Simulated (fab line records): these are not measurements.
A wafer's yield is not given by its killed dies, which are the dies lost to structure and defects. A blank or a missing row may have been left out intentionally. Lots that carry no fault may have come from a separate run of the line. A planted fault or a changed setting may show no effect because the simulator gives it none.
What tool caused it? | flow nand-harc | 21 lots with 63 wafers sampled at 5 steps, on a route of 1302 steps

## WHAT EACH GAUGE READ, for each wafer
NHARC_A_CONTACT_CD_MEAS_53.
lot  | measured     | on        | cd-nm (nm)
L075 | day 21 17:04 | cd-sem-01 | 288.9 288.4 289.0
L074 | day 22 04:45 | cd-sem-01 | 289.2 289.1 289.4
L080 | day 23 12:37 | cd-sem-01 | 289.3 289.2 289.1
L077 | day 23 09:44 | cd-sem-02 | 288.8 289.7 289.4
L078 | day 23 12:28 | cd-sem-02 | 288.7 288.4 288.9
L079 | day 24 04:04 | cd-sem-03 | 288.6 288.3 288.2
L081 | day 24 16:05 | cd-sem-02 | 289.8 289.7 288.9
L083 | day 25 10:35 | cd-sem-02 | 290.6 290.8 291.4
L084 | day 25 17:19 | cd-sem-03 | 288.0 288.1 288.0
L085 | day 26 02:15 | cd-sem-03 | 289.8 289.8 290.1
L086 | day 26 18:53 | cd-sem-02 | 290.4 290.0 289.9
L089 | day 26 23:52 | cd-sem-03 | 289.5 289.3 289.1
L088 | day 26 19:02 | cd-sem-03 | 289.8 289.7 290.1
L087 | day 27 00:21 | cd-sem-01 | 289.3 289.0 289.3
L091 | day 27 21:23 | cd-sem-02 | 289.9 290.1 290.4
L092 | day 29 03:04 | cd-sem-01 | 288.4 288.4 288.0
L093 | day 29 03:56 | cd-sem-02 | 290.0 290.1 290.0
L094 | day 30 03:54 | cd-sem-03 | 289.2 289.9 290.0
L096 | day 30 07:39 | cd-sem-03 | 289.9 290.2 289.9
L095 | day 30 07:23 | cd-sem-03 | 289.9 289.7 290.2
L097 | day 31 09:16 | cd-sem-02 | 289.4 289.6 289.2

## EACH LOT AND THE TOOL THAT RAN IT (in order: tool; ch and the chambers of the sampled wafers; start)
lot  | NHARC_A_SGD_CUT_ETCHBACK_24        | NHARC_A_SLIT_DESCUM_14             | NHARC_A_CONTACT_DEP_29          | NHARC_A_CONTACT_ETCH_51
L075 | rie-diel-01 ch 0,1,3, day 19 16:17 | rie-diel-06 ch 0,2,3, day 19 21:46 | pecvd-04 ch 0,2, day 21 11:04   | rie-diel-02 ch 0,2,3, day 21 17:04 or earlier
L074 | rie-diel-11 ch 0,1,3, day 19 21:01 | rie-diel-04 ch 0,1,3, day 20 03:25 | pecvd-04 ch 1,2, day 21 21:54   | rie-diel-13 ch 0,1,2, day 22 04:45 or earlier
L080 | rie-diel-11 ch 2,3, day 21 09:09   | rie-diel-06 ch 1,2,3, day 21 15:42 | pecvd-01 ch 0,1, day 23 06:34   | rie-diel-13 ch 1,2, day 23 12:37 or earlier
L077 | rie-diel-01 ch 0,2,3, day 21 09:11 | rie-diel-04 ch 0,1,3, day 21 16:11 | pecvd-01 ch 1,2, day 23 03:44   | rie-diel-02 ch 0,1,3, day 23 09:44 or earlier
L078 | rie-diel-03 ch 0,2,3, day 21 09:11 | rie-diel-06 ch 0,1,3, day 21 19:21 | pecvd-04 ch 0,1,2, day 23 06:31 | rie-diel-02 ch 1,3, day 23 12:28 or earlier
L079 | rie-diel-01 ch 0,2,3, day 21 19:51 | rie-diel-08 ch 0,2,3, day 22 01:40 | pecvd-04 ch 0,1,2, day 23 20:55 | rie-diel-13 ch 1,2, day 24 04:04 or earlier
L081 | rie-diel-03 ch 0,1, day 22 15:19   | rie-diel-06 ch 0,1,3, day 22 20:50 | pecvd-04 ch 0,1,2, day 24 10:09 | rie-diel-13 ch 1,2, day 24 16:05 or earlier
L083 | rie-diel-03 ch 0,1,2, day 23 04:33 | rie-diel-06 ch 0,1,2, day 23 12:00 | pecvd-04 ch 0,2, day 25 04:22   | rie-diel-13 ch 1,2,3, day 25 10:35 or earlier
L084 | rie-diel-11 ch 2,3, day 23 15:31   | rie-diel-06 ch 1,3, day 23 21:26   | pecvd-01 ch 0,1,2, day 25 11:29 | rie-diel-02 ch 1,2,3, day 25 17:19 or earlier
L085 | rie-diel-01 ch 1,2,3, day 24 01:17 | rie-diel-06 ch 0,3, day 24 06:47   | pecvd-01 ch 0,2, day 25 20:25   | rie-diel-07 ch 0,2,3, day 26 02:15 or earlier
L086 | rie-diel-01 ch 1,2,3, day 24 19:36 | rie-diel-06 ch 0,3, day 25 01:00   | pecvd-04 ch 0,2, day 26 12:52   | rie-diel-02 ch 1,2,3, day 26 18:53 or earlier
L089 | rie-diel-11 ch 0,2,3, day 24 19:36 | rie-diel-04 ch 0,1,3, day 25 01:24 | pecvd-02 ch 0,2, day 26 17:08   | rie-diel-02 ch 1,2,3, day 26 23:52 or earlier
L088 | rie-diel-03 ch 1,2,3, day 24 19:37 | rie-diel-08 ch 1,2, day 25 00:46   | pecvd-01 ch 1,2, day 26 12:53   | rie-diel-13 ch 0,2, day 26 19:02 or earlier
L087 | rie-diel-03 ch 1,2,3, day 24 23:04 | rie-diel-04 ch 0,3, day 25 05:13   | pecvd-01 ch 1,2, day 26 18:20   | rie-diel-13 ch 0,1,2, day 27 00:21 or earlier
L091 | rie-diel-01 ch 0,2,3, day 25 18:46 | rie-diel-08 ch 0,2, day 26 01:25   | pecvd-01 ch 0,1, day 27 15:24   | rie-diel-07 ch 0,2,3, day 27 21:23 or earlier
L092 | rie-diel-11 ch 0,3, day 26 18:47   | rie-diel-08 ch 0,1,2, day 27 05:01 | pecvd-02 ch 0,1,2, day 28 20:22 | rie-diel-02 ch 1,2, day 29 03:04 or earlier
L093 | rie-diel-01 ch 1,2,3, day 26 18:50 | rie-diel-06 ch 1,2,3, day 27 05:20 | pecvd-04 ch 0,1,2, day 28 20:27 | rie-diel-02 ch 0,1,3, day 29 03:56 or earlier
L094 | rie-diel-11 ch 0,2,3, day 27 22:16 | rie-diel-06 ch 1,2, day 28 03:38   | pecvd-04 ch 0,1,2, day 29 22:03 | rie-diel-02 ch 0,2,3, day 30 03:54 or earlier
L096 | rie-diel-11 ch 1,3, day 28 08:08   | rie-diel-08 ch 0,2, day 28 13:35   | pecvd-02 ch 0,1,2, day 30 01:34 | rie-diel-07 ch 0,3, day 30 07:39 or earlier
L095 | rie-diel-01 ch 0,2,3, day 28 08:10 | rie-diel-04 ch 2,3, day 28 13:27   | pecvd-01 ch 0,1,2, day 30 01:32 | rie-diel-02 ch 0,2, day 30 07:23 or earlier
L097 | rie-diel-01 ch 2,3, day 29 10:07   | rie-diel-06 ch 1,2,3, day 29 15:22 | pecvd-01 ch 0,1, day 31 03:21   | rie-diel-02 ch 0,1,3, day 31 09:16 or earlier
- NHARC_A_SGD_CUT_ETCHBACK_24: etches the open film in CH3F/O2, target depth 50 nm, time 92.857 s.
- NHARC_A_SLIT_DESCUM_14: chemistry O2, time 3 s.
- NHARC_A_CONTACT_DEP_29: deposits SiON, target thk 100 nm.
- NHARC_A_CONTACT_ETCH_51: etches the open film in O2/COS, target depth 7000 nm, time 1820 s.

## AS READ BY THE TOOLS THEMSELVES (means over the sampled wafers that have a number; for cases with no such wafer, the mark the record gives instead)
NHARC_A_SGD_CUT_ETCHBACK_24.
lot  | tool        | chamber-pressure-mTorr (mTorr) | drypump-motor-current-A (A) | oes-product-au (a.u.) | rf-vpp-V (V) | showerhead-plenum-p-Torr (Torr) | throttle-valve-pct (%)
L075 | rie-diel-01 | 25.000                         | 5.4                         | 0.99                  | 244.2        | 2.47                            | 20.675
L074 | rie-diel-11 | 24.993                         | 5.4                         | 1.00                  | 244.5        | 2.48                            | 20.666
L080 | rie-diel-11 | 25.012                         | 5.3                         | 1.00                  | 243.2        | 2.38                            | 20.656
L077 | rie-diel-01 | 25.003                         | 5.5                         | 0.92                  | 245.0        | 2.49                            | 20.670
L078 | rie-diel-03 | 24.994                         | 5.6                         | 1.00                  | 243.7        | 2.42                            | 20.663
L079 | rie-diel-01 | 24.994                         | 5.5                         | 1.00                  | 245.3        | 2.49                            | 20.669
L081 | rie-diel-03 | 25.017                         | 5.8                         | 0.97                  | 241.7        | 2.31                            | 20.666
L083 | rie-diel-03 | 24.986                         | 5.7                         | 0.92                  | 241.9        | 2.33                            | 20.661
L084 | rie-diel-11 | 24.975                         | 5.3                         | 0.93                  | 242.4        | 2.37                            | 20.652
L085 | rie-diel-01 | 25.006                         | 5.5                         | 0.93                  | 244.4        | 2.43                            | 20.672
L086 | rie-diel-01 | 25.014                         | 5.4                         | 1.00                  | 243.4        | 2.43                            | 20.666
L089 | rie-diel-11 | 24.999                         | 5.4                         | 1.00                  | 243.8        | 2.37                            | 20.668
L088 | rie-diel-03 | 25.003                         | 6.1                         | 0.99                  | 243.3        | 2.39                            | 20.664
L087 | rie-diel-03 | 24.994                         | 6.0                         | 0.99                  | 243.6        | 2.39                            | 20.660
L091 | rie-diel-01 | 25.002                         | 5.5                         | 1.00                  | 244.9        | 2.48                            | 20.656
L092 | rie-diel-11 | 25.004                         | 5.2                         | 1.00                  | 242.2        | 2.39                            | 20.674
L093 | rie-diel-01 | 24.983                         | 5.4                         | 0.93                  | 244.1        | 2.43                            | 20.656
L094 | rie-diel-11 | 24.998                         | 5.4                         | 0.94                  | 242.9        | 2.37                            | 20.670
L096 | rie-diel-11 | 25.013                         | 5.4                         | 0.93                  | 244.5        | 2.47                            | 20.657
L095 | rie-diel-01 | 25.001                         | 5.5                         | 1.00                  | 244.4        | 2.48                            | 20.676
L097 | rie-diel-01 | 25.018                         | 5.6                         | 0.93                  | 244.2        | 2.45                            | 20.675

NHARC_A_SLIT_DESCUM_14.
lot  | tool        | chamber-pressure-mTorr (mTorr) | drypump-motor-current-A (A) | oes-product-au (a.u.) | rf-vpp-V (V) | showerhead-plenum-p-Torr (Torr) | throttle-valve-pct (%)
L075 | rie-diel-06 | 59.98                          | 5.5                         | 1.008                 | 57.5         | 1.94                            | 11.306
L074 | rie-diel-04 | 59.94                          | 5.7                         | 1.001                 | 57.5         | 1.90                            | 11.314
L080 | rie-diel-06 | 60.03                          | 5.9                         | 0.991                 | 58.1         | 1.96                            | 11.315
L077 | rie-diel-04 | 59.96                          | 5.7                         | 0.993                 | 57.1         | 1.90                            | 11.307
L078 | rie-diel-06 | 60.03                          | 5.6                         | 1.000                 | 57.6         | 1.93                            | 11.308
L079 | rie-diel-08 | 60.03                          | 5.8                         | 1.006                 | 58.5         | 1.93                            | 11.306
L081 | rie-diel-06 | 60.03                          | 5.6                         | 0.990                 | 58.4         | 1.93                            | 11.310
L083 | rie-diel-06 | 59.93                          | 5.5                         | 0.997                 | 58.0         | 1.92                            | 11.314
L084 | rie-diel-06 | 60.02                          | 6.0                         | 1.004                 | 57.9         | 1.95                            | 11.300
L085 | rie-diel-06 | 60.03                          | 5.6                         | 0.994                 | 58.4         | 1.94                            | 11.310
L086 | rie-diel-06 | 60.02                          | 5.2                         | 0.994                 | 57.9         | 1.90                            | 11.312
L089 | rie-diel-04 | 59.96                          | 5.7                         | 1.005                 | 57.0         | 1.90                            | 11.308
L088 | rie-diel-08 | 60.00                          | 5.5                         | 1.008                 | 58.2         | 1.83                            | 11.318
L087 | rie-diel-04 | 60.01                          | 5.4                         | 0.995                 | 58.1         | 1.93                            | 11.321
L091 | rie-diel-08 | 60.07                          | 5.7                         | 1.011                 | 58.2         | 1.96                            | 11.307
L092 | rie-diel-08 | 59.99                          | 5.6                         | 1.005                 | 58.4         | 1.90                            | 11.313
L093 | rie-diel-06 | 60.00                          | 6.0                         | 1.000                 | 57.5         | 1.96                            | 11.315
L094 | rie-diel-06 | 59.99                          | 6.0                         | 0.995                 | 58.3         | 1.94                            | 11.312
L096 | rie-diel-08 | 60.00                          | 5.7                         | 1.010                 | 58.2         | 1.96                            | 11.323
L095 | rie-diel-04 | 60.01                          | 5.4                         | 0.990                 | 58.0         | 1.98                            | 11.302
L097 | rie-diel-06 | 59.98                          | 6.0                         | 1.004                 | 58.8         | 1.96                            | 11.308

NHARC_A_CONTACT_DEP_29.
lot  | tool     | heater-power-w (W)
L075 | pecvd-04 | 758
L074 | pecvd-04 | 684
L080 | pecvd-01 | 724
L077 | pecvd-01 | 703
L078 | pecvd-04 | 668
L079 | pecvd-04 | 713
L081 | pecvd-04 | 727
L083 | pecvd-04 | 777
L084 | pecvd-01 | 728
L085 | pecvd-01 | 667
L086 | pecvd-04 | 723
L089 | pecvd-02 | 593
L088 | pecvd-01 | 736
L087 | pecvd-01 | 670
L091 | pecvd-01 | 755
L092 | pecvd-02 | 595
L093 | pecvd-04 | 660
L094 | pecvd-04 | 654
L096 | pecvd-02 | 621
L095 | pecvd-01 | 699
L097 | pecvd-01 | 706

NHARC_A_CONTACT_ETCH_51.
lot  | tool        | chamber-pressure-mTorr (mTorr) | drypump-motor-current-A (A) | oes-product-au (a.u.) | rf-vpp-V (V) | showerhead-plenum-p-Torr (Torr) | throttle-valve-pct (%)
L075 | rie-diel-02 | 19.996                         | 6.09                        | 1.007                 | 314.6        | 3.17                            | 28.331
L074 | rie-diel-13 | 19.996                         | 6.37                        | 0.999                 | 315.2        | 3.18                            | 28.324
L080 | rie-diel-13 | 20.022                         | 6.36                        | 1.004                 | 315.3        | 3.26                            | 28.330
L077 | rie-diel-02 | 20.001                         | 5.97                        | 1.001                 | 315.7        | 3.21                            | 28.339
L078 | rie-diel-02 | 20.001                         | 5.88                        | 1.004                 | 315.6        | 3.20                            | 28.334
L079 | rie-diel-13 | 20.007                         | 6.31                        | 1.003                 | 317.3        | 3.30                            | 28.323
L081 | rie-diel-13 | 20.008                         | 6.37                        | 1.004                 | 316.1        | 3.26                            | 28.336
L083 | rie-diel-13 | 20.011                         | 6.26                        | 1.000                 | 314.5        | 3.16                            | 28.333
L084 | rie-diel-02 | 20.009                         | 6.01                        | 1.008                 | 315.2        | 3.16                            | 28.334
L085 | rie-diel-07 | 20.003                         | 6.06                        | 0.990                 | 316.2        | 3.22                            | 28.328
L086 | rie-diel-02 | 20.009                         | 6.02                        | 1.003                 | 314.2        | 3.16                            | 28.335
L089 | rie-diel-02 | 19.994                         | 6.01                        | 1.005                 | 314.6        | 3.16                            | 28.334
L088 | rie-diel-13 | 20.002                         | 6.34                        | 0.999                 | 315.4        | 3.20                            | 28.330
L087 | rie-diel-13 | 19.999                         | 6.39                        | 1.002                 | 315.8        | 3.16                            | 28.330
L091 | rie-diel-07 | 20.007                         | 6.05                        | 0.993                 | 315.7        | 3.22                            | 28.330
L092 | rie-diel-02 | 20.012                         | 6.27                        | 1.013                 | 316.1        | 3.26                            | 28.332
L093 | rie-diel-02 | 20.003                         | 5.96                        | 0.997                 | 315.3        | 3.19                            | 28.331
L094 | rie-diel-02 | 20.010                         | 6.07                        | 1.008                 | 314.3        | 3.16                            | 28.333
L096 | rie-diel-07 | 19.997                         | 6.12                        | 0.995                 | 316.9        | 3.30                            | 28.330
L095 | rie-diel-02 | 20.004                         | 6.28                        | 1.009                 | 316.7        | 3.30                            | 28.324
L097 | rie-diel-02 | 19.987                         | 5.94                        | 1.004                 | 315.2        | 3.19                            | 28.325

## THE ANSWER, worked out from the rows above alone
Rule: usual is defined by the lots themselves. Put in order of their means at a reading, lots are off if they are a third of the lots or fewer, leave a main group of 4 or more, and stand apart from it by a gap of 3 or more times the standard deviation of the main group's means; of several such gaps the widest counts. A main group is skipped when, at the precision printed for the reading in the tables above, its means are all equal. A lot without any number at a reading at which 4 lots or more have one is off too. The other lots that the step has rows for count as sound. The gauges are gone through in route order, then the tools' own readings, and for those a lot's mean is taken as printed above. At the first step where some lot is off, the reading lying furthest off is the one used; lots without a number count as furthest.
Nothing can be told from this: no lot is off at any reading shown.

## WHAT THE SIMULATOR HAD PUT IN
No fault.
